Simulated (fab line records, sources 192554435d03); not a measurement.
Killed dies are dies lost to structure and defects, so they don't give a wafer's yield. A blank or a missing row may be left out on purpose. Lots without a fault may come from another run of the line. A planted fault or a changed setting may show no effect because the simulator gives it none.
fab line records | flow n5_finfet
record lots=10 wafers=28 last_day=17
route steps=1938 shown BEOL_M3@946 BEOL_M4@1111 PASSIVATION@1936
lots that met no fault: from a run of the same line without faults
start_h: hours from the record's first day to the start of the lot's first wafer shown | wait_h: hours since the lot's step before | " the same as in the row above | L1.1+2: a row that stands for several wafers | - no value, or no start given | * or withheld: withheld | < > ~ a bound
route shown NAME@n: a module of which the file shows steps, and the number in the route of the first | usual: mean/standard deviation of fault-free wafers | same: alike in all rows | chamber/n: place in a boat | sites: the reading at each site | _std_site: their standard deviation | _edge_site: outer sites' mean less inner sites' | radius_mm: how far each site lies from the wafer's centre | mask NAME#n: copy n | behind: the tool/chamber that last shaped the wafer | hold: why the lot was held/for how many hours/how that ended | device: the transistor (n, p or np) that didn't switch | end of line: the same wafers' tests at the end of the route | a step without rows: its recipe alone | killed: dies lost to structure and defects at the first sort, not the wafer's yield | map: a wafer's dies, x killed, . not, _ none there
set.NAME: the setting as run; set.NAME@STEP: as run at that earlier step | model.NAME: the simulator's own value behind a step, which no gauge read
steps of the route over a sample of lots; a table a step, a row a wafer
services: from which hour (start_h, from the record's first day; less than 0 if before it) a tool's chamber was out of use, for how many hours, and why
## steps
# step N5_BEOL_M3_INSPECT_13
# recipe mode=adi inspect_instrument=brightfield
# usual raw_defect_count=438/100
# columns lot.wafer tool chamber start_h wait_h raw_defect_count
L977.2 defect_inspect-02 - 171.63 0.0 353
L977.4 " - " " 356
L977.5 " - " " 375
L980.2 defect_inspect-01 - 181.62 0.0 400
L980.3 " - " " 409
L980.4 " - " " 317
L985.2 defect_inspect-01 - 194.52 0.0 414
L985.5 " - " " 535
L985.6 " - " " 534
L986.1 defect_inspect-02 - 199.81 0.1 268
L986.2 " - " " 427
L987.1 defect_inspect-01 - 211.73 0.1 340
L987.3 " - " " 441
L987.6 " - " " 405
L991.2 defect_inspect-01 - 239.67 0.0 397
L991.3 " - " " 491
L991.6 " - " " 378
L990.1 defect_inspect-02 - 243.01 0.1 371
L990.3 " - " " 281
L990.5 " - " " 353
L994.1 defect_inspect-01 - 249.88 0.1 294
L994.4 " - " " 340
L997.2 defect_inspect-02 - 263.67 0.0 597
L997.5 " - " " 475
L997.6 " - " " 574
L100.1 defect_inspect-02 - 297.98 0.1 374
L100.2 " - " " 673
L100.5 " - " " 451
# step N5_BEOL_M3_STRIP_19
# recipe chemistry=O2 power_w=400 temp_c=40 pressure_mtorr=30 rf_frequency_hz=6e+07 bias_power_w=0 overash_fraction=0.2 o2_flow_sccm=225
# usual drypump_motor_current_A=5.6/0.47 oes_product_au=0.80/0.1 rf_vpp_V=3.7/0.5 showerhead_plenum_p_Torr=2.12/0.079 throttle_valve_pct=16.6/0.32
# columns lot.wafer tool chamber start_h wait_h drypump_motor_current_A oes_product_au rf_hours_counter_h rf_vpp_V showerhead_plenum_p_Torr throttle_valve_pct
L977.2 rie_diel-04 0 172.11 0.1 5.3 0.94 8 4.1 2.26 16.3
L977.4 " 1 " " 6.2 0.68 - 3.0 2.00 17.0
L977.5 " 2 " " 4.9 0.82 - 3.4 2.15 16.7
L980.2 rie_diel-04 0 182.10 0.1 5.3 0.94 12 3.7 2.26 16.3
L980.3 " 2 " " 4.9 0.81 87 4.5 2.15 16.7
L980.4 " 1 " " 6.2 0.69 233 4.3 2.00 17.0
L985.2 rie_diel-04 3 194.91 0.1 5.0 0.88 32 3.9 2.10 16.0
L985.5 " 1 " " 6.2 0.68 - 2.9 2.00 17.0
L985.6 " 2 " " 4.9 0.81 - 4.2 2.15 16.7
L986.1 rie_diel-05 2 200.42 0.1 5.7 0.89 24 4.4 2.03 16.2
L986.2 " 0 " " 6.5 0.70 198 3.9 2.16 17.0
L987.1 rie_diel-04 2 212.18 0.1 4.9 0.81 95 4.0 2.14 16.7
L987.3 " 1 " " 6.2 0.68 240 3.9 2.00 17.0
L987.6 " 2 " " 4.9 0.81 - 3.8 2.14 16.8
L991.2 rie_diel-02 3 240.14 0.1 5.4 0.85 51 3.8 2.23 16.5
L991.3 " 0 " " 6.0 0.73 206 4.0 2.08 16.9
L991.6 " 3 " " 5.4 0.86 - 5.1 2.23 16.5
L990.1 rie_diel-02 2 243.49 0.1 5.7 0.96 4 4.1 2.09 16.8
L990.3 " 3 " " 5.4 0.87 52 2.5 2.23 16.5
L990.5 " 3 " " 5.4 0.85 - 4.0 2.23 16.5
L994.1 rie_diel-05 3 250.27 0.1 5.3 0.98 1 3.6 2.08 16.7
L994.4 " 1 " " 5.5 0.68 233 4.0 2.05 16.7
L997.2 rie_diel-04 0 264.08 0.1 5.3 0.88 34 3.9 2.25 16.3
L997.5 " 0 " " 5.3 0.88 - 4.7 2.25 16.4
L997.6 " 2 " " 4.9 0.79 - 3.7 2.14 16.8
L100.1 rie_diel-02 1 298.38 0.1 5.9 0.70 217 2.2 2.15 17.0
L100.2 " 2 " " 5.7 0.91 17 3.2 2.09 16.8
L100.5 " 3 " " 5.3 0.83 - 4.3 2.22 16.5
# step N5_BEOL_M3_COAT_76
# recipe resist=underlayer temp_c=205 time_s=60 spin_rpm=1500 resist_thk_nm=5
# usual plate_temp_C=205.04/0.17 spin_speed_rpm=1500.0/1.1
# same time_s=60
# columns lot.wafer tool chamber start_h wait_h plate_temp_C spin_speed_rpm
L977.2 litho_track-05 0 172.23 - 205.04 1498.9
L977.4 " 0 " " 204.91 1499.8
L977.5 " 0 " " 204.80 1497.5
L980.2 litho_track-03 0 182.21 - 205.22 1500.0
L980.3 " 0 " " 205.17 1500.4
L980.4 " 0 " " 205.33 1498.8
L985.2 litho_track-03 0 195.02 - 205.18 1501.3
L985.5 " 0 " " 205.24 1500.3
L985.6 " 0 " " 205.19 1499.4
L986.1 litho_track-03 0 200.54 - 205.02 1500.0
L986.2 " 0 " " 205.18 1501.0
L987.1 litho_track-03 0 212.29 - 204.91 1548.0
L987.3 " 0 " " 204.87 1545.4
L987.6 " 0 " " 205.10 1546.6
L991.2 litho_track-03 0 240.25 - 204.83 1546.3
L991.3 " 0 " " 204.82 1546.2
L991.6 " 0 " " 204.95 1546.8
L990.1 litho_track-01 0 243.60 - 204.68 1500.6
L990.3 " 0 " " 204.94 1497.8
L990.5 " 0 " " 204.87 1500.9
L994.1 litho_track-05 0 250.38 - 204.92 1502.2
L994.4 " 0 " " 204.91 1501.9
L997.2 litho_track-05 0 264.19 - 204.93 1500.9
L997.5 " 0 " " 205.18 1499.8
L997.6 " 0 " " 204.86 1501.2
L100.1 litho_track-05 0 298.50 - 204.80 1499.5
L100.2 " 0 " " 204.82 1501.2
L100.5 " 0 " " 204.95 1498.5
# step N5_BEOL_M3_DESCUM_33
# recipe chemistry=O2 time_s=7 source_power_w=50 bias_power_w=20 pressure_mtorr=20 rf_frequency_hz=2.712e+07 temp_c=40 resist=CAR-EUV o2_flow_sccm=225
# usual drypump_motor_current_A=5.6/0.5 oes_product_au=0.79/0.098 rf_vpp_V=243.5/1.3 showerhead_plenum_p_Torr=2.12/0.076 throttle_valve_pct=20.4/0.34
# same time_s=7
# columns lot.wafer tool chamber start_h wait_h drypump_motor_current_A oes_product_au rf_hours_counter_h rf_vpp_V showerhead_plenum_p_Torr throttle_valve_pct
L977.2 rie_diel-04 1 172.63 0.0 6.2 0.69 230 243.0 2.00 20.7
L977.4 " 1 " " 6.2 0.68 - 242.5 2.00 20.7
L977.5 " 0 " " 5.3 0.93 - 244.7 2.26 20.2
L980.2 rie_diel-04 2 182.61 0.0 4.9 0.82 87 243.4 2.14 20.5
L980.3 " 0 " " 5.3 0.94 12 245.3 2.26 20.2
L980.4 " 3 " " 5.0 0.90 29 242.6 2.10 19.7
L985.2 rie_diel-05 0 195.54 0.0 6.5 0.70 197 243.8 2.16 20.7
L985.5 " 3 " " 5.3 0.68 - 242.6 2.08 20.9
L985.6 " 0 " " 6.4 0.71 - 243.5 2.16 20.7
L986.1 rie_diel-02 0 201.06 0.0 6.1 0.73 193 243.9 2.08 20.6
L986.2 " 1 " " 5.8 0.72 185 243.5 2.16 20.6
L987.1 rie_diel-05 1 212.69 0.0 5.5 0.69 219 241.6 2.05 20.4
L987.3 " 3 " " 5.3 0.68 247 242.4 2.08 20.9
L987.6 " 0 " " 6.5 0.69 - 244.6 2.16 20.8
L991.2 rie_diel-02 1 240.78 0.0 5.8 0.70 198 244.8 2.16 20.7
L991.3 " 2 " " 5.6 0.97 4 243.4 2.09 20.6
L991.6 " 0 " " 6.0 0.72 - 241.8 2.07 20.6
L990.1 rie_diel-05 1 244.09 0.1 5.5 0.68 231 242.9 2.05 20.4
L990.3 " 2 " " 5.8 0.88 39 242.6 2.02 20.0
L990.5 " 1 " " 5.5 0.68 - 243.1 2.05 20.4
L994.1 rie_diel-02 0 250.79 0.0 6.0 0.71 209 242.8 2.07 20.7
L994.4 " 1 " " 5.8 0.69 - 243.1 2.16 20.6
L997.2 rie_diel-04 0 264.78 0.1 5.3 0.88 34 244.7 2.25 20.2
L997.5 " 3 " " 5.0 0.85 - 245.2 2.09 19.8
L997.6 " 2 " " 4.9 0.79 - 242.3 2.13 20.5
L100.1 rie_diel-05 3 299.03 0.0 5.3 0.93 15 243.2 2.07 20.6
L100.2 " 1 " " 5.5 0.68 248 243.5 2.04 20.4
L100.5 " 0 " " 6.5 0.69 - 243.3 2.15 20.8
# step N5_BEOL_M4_RC_MEAS_101
# usual DIBL_N=36.6/2.1 DIBL_P=36.5/2.7 IOFF_N=0.17/0.043 IOFF_P=0.22/0.045 ION_N=674/17 ION_P=461/9.9 SS_N=71.7/0.79 SS_P=73.4/0.79 VT_N=249/4 VT_P=-250/3.3
# columns lot.wafer tool chamber start_h wait_h DIBL_N[mV/V] DIBL_P[mV/V] IOFF_N[nA/um] IOFF_P[nA/um] ION_N[uA/um] ION_P[uA/um] SS_N[mV/dec] SS_P[mV/dec] VT_N[mV] VT_P[mV]
L977.2 prober-01 0 188.87 0.2 33.1 33.5 0.10 0.14 647 443 70.5 71.6 258 -256
L977.4 " 0 " " 34.9 36.1 0.14 0.18 658 454 71.3 73.0 252 -254
L977.5 " 0 " " 38.3 39.8 0.22 0.24 696 469 72.1 73.2 244 -251
L980.2 prober-02 0 200.10 0.2 34.9 34.8 0.16 0.26 695 487 71.3 72.6 249 -244
L980.3 " 0 " " 35.6 34.2 0.17 0.25 653 460 71.6 73.1 250 -245
L980.4 " 0 " " 36.0 34.3 0.17 0.25 679 465 71.9 73.2 248 -246
L986.1 prober-02 0 218.22 0.0 35.5 36.0 0.15 0.23 673 467 71.9 73.6 248 -246
L986.2 " 0 " " 37.8 38.4 0.19 0.27 682 478 72.0 74.2 249 -246
L985.2 prober-01 0 218.80 0.2 35.0 36.0 0.16 0.23 689 474 71.0 73.7 247 -247
L985.5 " 0 " " 36.8 37.5 0.17 0.24 670 458 71.2 73.5 249 -247
L985.6 " 0 " " 34.8 35.0 0.15 0.20 680 468 70.5 72.8 250 -251
L987.1 prober-01 0 238.49 0.0 34.5 33.8 0.13 0.18 659 460 70.8 72.9 251 -249
L987.3 " 0 " " 34.3 34.0 0.12 0.19 660 457 70.2 73.5 255 -249
L987.6 " 0 " " 35.6 36.4 0.15 0.24 678 473 71.4 73.6 251 -247
L991.2 prober-02 0 253.65 0.2 34.3 33.8 0.13 0.17 665 460 71.2 74.0 250 -251
L991.3 " 0 " " 39.3 40.0 0.23 0.26 699 466 72.1 74.0 242 -248
L991.6 " 0 " " 37.2 37.4 0.18 0.22 682 461 71.0 73.3 248 -249
L990.1 prober-02 0 269.86 0.0 35.7 36.7 0.15 0.22 667 466 71.7 73.9 253 -248
L990.3 " 0 " " 36.4 37.6 0.16 0.24 666 466 71.9 73.5 252 -247
L990.5 " 0 " " 35.5 36.8 0.14 0.22 673 465 70.7 73.5 252 -249
L994.1 prober-02 0 275.77 0.0 37.5 37.3 0.21 0.22 678 460 71.7 73.9 244 -250
L994.4 " 0 " " 36.2 36.1 0.18 0.20 699 469 71.6 73.4 246 -250
L997.2 prober-02 0 284.37 0.2 35.6 35.6 0.15 0.19 665 447 71.4 73.5 252 -254
L997.5 " 0 " " 35.8 36.1 0.16 0.19 681 456 71.3 73.6 250 -254
L997.6 " 0 " " 37.1 37.1 0.19 0.22 673 449 72.3 73.9 246 -253
L100.1 prober-02 0 320.30 0.0 38.0 35.3 0.19 0.20 693 467 72.9 73.4 246 -252
L100.2 " 0 " " 37.7 35.8 0.16 0.20 654 445 71.8 73.4 251 -252
L100.5 " 0 " " 35.5 33.8 0.14 0.17 680 472 71.3 73.6 251 -252
# step N5_PASSIVATION_PROBE_49
# usual defect_limited_yield=91.5/1.7 killed_at_M0_to_M3=33/11 killed_at_M4_up=13/5.2 killed_at_contacts=11/5.7 killed_at_front_end=39/11 killed_at_other=4/3 killed_dies=101/20 killed_open=66/15 killed_short=33/8.4 sort_bin_5_function=5.0/1.1 sort_bin_6_memory=3.2/0.69 sort_bin_8_speed=0.1/0.52 sort_n_pass=1078/20 sort_yield_pct=91.4/1.7
# same gross_dies=1180 killed_at_back_side=0 sort_bin_4_leakage[%]=0
# columns lot.wafer tool chamber start_h wait_h defect_limited_yield[%] killed_at_M0_to_M3 killed_at_M4_up killed_at_contacts killed_at_front_end killed_at_other killed_dies killed_open killed_short sort_bin_5_function[%] sort_bin_6_memory[%] sort_bin_8_speed[%] sort_n_pass sort_yield_pct[%]
L985.2 prober-02 - 331.77 0.1 94.7 20 3 10 28 1 62 43 16 3.1 2.1 0 1118 94.7
L985.5 prober-02 - 331.92 0.2 93.3 28 9 6 34 2 79 56 20 3.7 2.7 0 1101 93.3
L985.6 prober-02 - 331.97 0.3 93.6 30 12 14 20 0 76 57 16 3.3 2.9 0 1104 93.6
L990.1 prober-02 - 371.46 0.0 92.9 30 3 8 38 5 84 57 26 4.0 3.1 0 1096 92.9
L990.3 prober-02 - 371.56 0.1 93.3 20 5 9 44 1 79 53 25 3.9 2.5 0 1101 93.3
L990.5 prober-02 - 371.66 0.2 93.6 26 7 5 36 2 76 52 24 3.4 2.9 0 1104 93.6
L997.2 prober-01 - 386.72 0.1 91.6 25 16 8 45 5 99 69 29 4.2 4.0 0 1081 91.6
L997.5 prober-01 - 386.87 0.2 92.5 33 7 11 31 7 89 51 36 4.2 2.9 0 1091 92.5
L997.6 prober-01 - 386.92 0.3 92.1 36 6 20 26 5 93 64 28 4.3 3.3 0 1087 92.1
# killed by level:class
L985.2 MOL_CONTACT_COAG:geometric_particle:open=9 DUMMY_GATE:geometric_particle:open=7 BEOL_M2:geometric_particle:open=5 FIN_SAQP:geometric_particle:open=4 BEOL_M0_SAQP:geometric_particle:open=4 BEOL_M0:geometric_particle:open=4 STI_FIN_REVEAL:geometric_particle:open=3 DUMMY_GATE:geometric_particle:short=3
L985.5 DUMMY_GATE:geometric_particle:open=8 BEOL_M3:geometric_particle:open=8 FIN_SAQP:geometric_particle:open=5 STI_FIN_REVEAL:geometric_particle:open=5 BEOL_M0_SAQP:geometric_particle:open=5 BEOL_M1:geometric_particle:open=5 FIN_SAQP:geometric_particle:short=4 MOL_CONTACT_COAG:geometric_particle:short=3
L985.6 BEOL_M3:geometric_particle:open=13 MOL_CONTACT_COAG:geometric_particle:open=11 BEOL_M2:geometric_particle:open=6 DUMMY_GATE:geometric_particle:open=5 BEOL_M8:geometric_particle:open=4 MOL_CONTACT_COAG:geometric_particle:short=3 BEOL_M4:geometric_particle:open=3 STARTING-WAFER:geometric_particle:open=3
L990.1 BEOL_M0_SAQP:geometric_particle:open=12 STI_FIN_REVEAL:geometric_particle:open=11 MOL_CONTACT_COAG:geometric_particle:open=7 BEOL_M3:geometric_particle:open=7 GATE_CUT:geometric_particle:short=4 FIN_SAQP:geometric_particle:short=3 STI_FIN_REVEAL:geometric_particle:short=3 BEOL_M2:geometric_particle:open=3
L990.3 STI_FIN_REVEAL:geometric_particle:open=19 MOL_CONTACT_COAG:geometric_particle:open=7 BEOL_M3:geometric_particle:open=5 FIN_SAQP:geometric_particle:short=4 BEOL_M1:geometric_particle:open=4 STI_FIN_REVEAL:geometric_particle:short=3 ILD0:geometric_particle:open=3 BEOL_M0_SAQP:geometric_particle:short=3
L990.5 STI_FIN_REVEAL:geometric_particle:open=11 FIN_SAQP:geometric_particle:open=8 BEOL_M0_SAQP:geometric_particle:open=7 STI_FIN_REVEAL:geometric_particle:short=5 BEOL_M1:geometric_particle:open=5 BEOL_M0_SAQP:geometric_particle:short=4 MOL_CONTACT_COAG:geometric_particle:open=4 BEOL_M5:geometric_particle:open=4
L997.2 BEOL_M3:geometric_particle:open=9 STI_FIN_REVEAL:geometric_particle:open=8 GATE_CUT:geometric_particle:short=8 FIN_SAQP:geometric_particle:open=7 MOL_CONTACT_COAG:geometric_particle:open=7 GATE_CUT:geometric_particle:open=6 FIN_SAQP:geometric_particle:short=5 BEOL_M4:geometric_particle:open=5
L997.5 BEOL_M0_SAQP:geometric_particle:short=9 BEOL_M3:geometric_particle:open=9 FIN_SAQP:geometric_particle:open=8 GATE_CUT:geometric_particle:short=8 MOL_CONTACT_COAG:geometric_particle:open=7 FIN_SAQP:geometric_particle:short=5 BEOL_M0_SAQP:geometric_particle:open=5 BEOL_M2:geometric_particle:open=5
L997.6 MOL_CONTACT_COAG:geometric_particle:open=16 BEOL_M3:geometric_particle:open=12 BEOL_M3:geometric_particle:short=7 BEOL_M2:geometric_particle:open=6 BEOL_M0_SAQP:geometric_particle:open=6 FIN_SAQP:geometric_particle:open=5 STI_FIN_REVEAL:geometric_particle:open=5 FIN_SAQP:geometric_particle:short=4
## services
# columns tool chamber start_h hours kind
rie_diel-02 2 167.26 2.7 repair
rie_diel-04 3 171.42 1.6 repair
litho_track-05 - 188.84 - consumable_replace:filter
rie_diel-04 1 190.80 1.3 repair
rie_diel-02 2 204.99 - clean
rie_diel-02 2 204.99 - consumable_replace:focus_ring
rie_diel-02 2 204.99 19.7 scheduled_down
rie_diel-02 2 204.99 19.7 vent_cycle
rie_diel-05 3 222.62 - clean
rie_diel-05 3 222.62 - consumable_replace:focus_ring
rie_diel-05 3 222.62 24.3 scheduled_down
rie_diel-05 3 222.62 24.3 vent_cycle
rie_diel-05 - 229.87 0.2 repair
rie_diel-04 1 253.38 - clean
rie_diel-04 1 253.38 - consumable_replace:focus_ring
rie_diel-04 1 253.38 - consumable_replace:showerhead
rie_diel-04 1 253.38 17.5 scheduled_down
rie_diel-04 1 253.38 17.5 vent_cycle
rie_diel-02 2 266.68 5.1 repair
## key
first_sign step=N5_BEOL_M3_COAT_76 reading=spin_speed_rpm direction=up sigmas=41 usual=* struck=*
effect none on later readings
met_at N5_BEOL_M3_COAT_76
struck_lots L987,L991
not_acting_at N5_BEOL_M3_INSPECT_13,N5_BEOL_M3_STRIP_19,N5_BEOL_M3_DESCUM_33
onset_between 200.54 212.29
fault kind=process_parameter_drift tool=litho_track-03 chamber=- onset_h=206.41 steps=N5_BEOL_M3_COAT_76 channel=spin_rpm offset=* shape=step end_h=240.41 acts_in=* stated=*
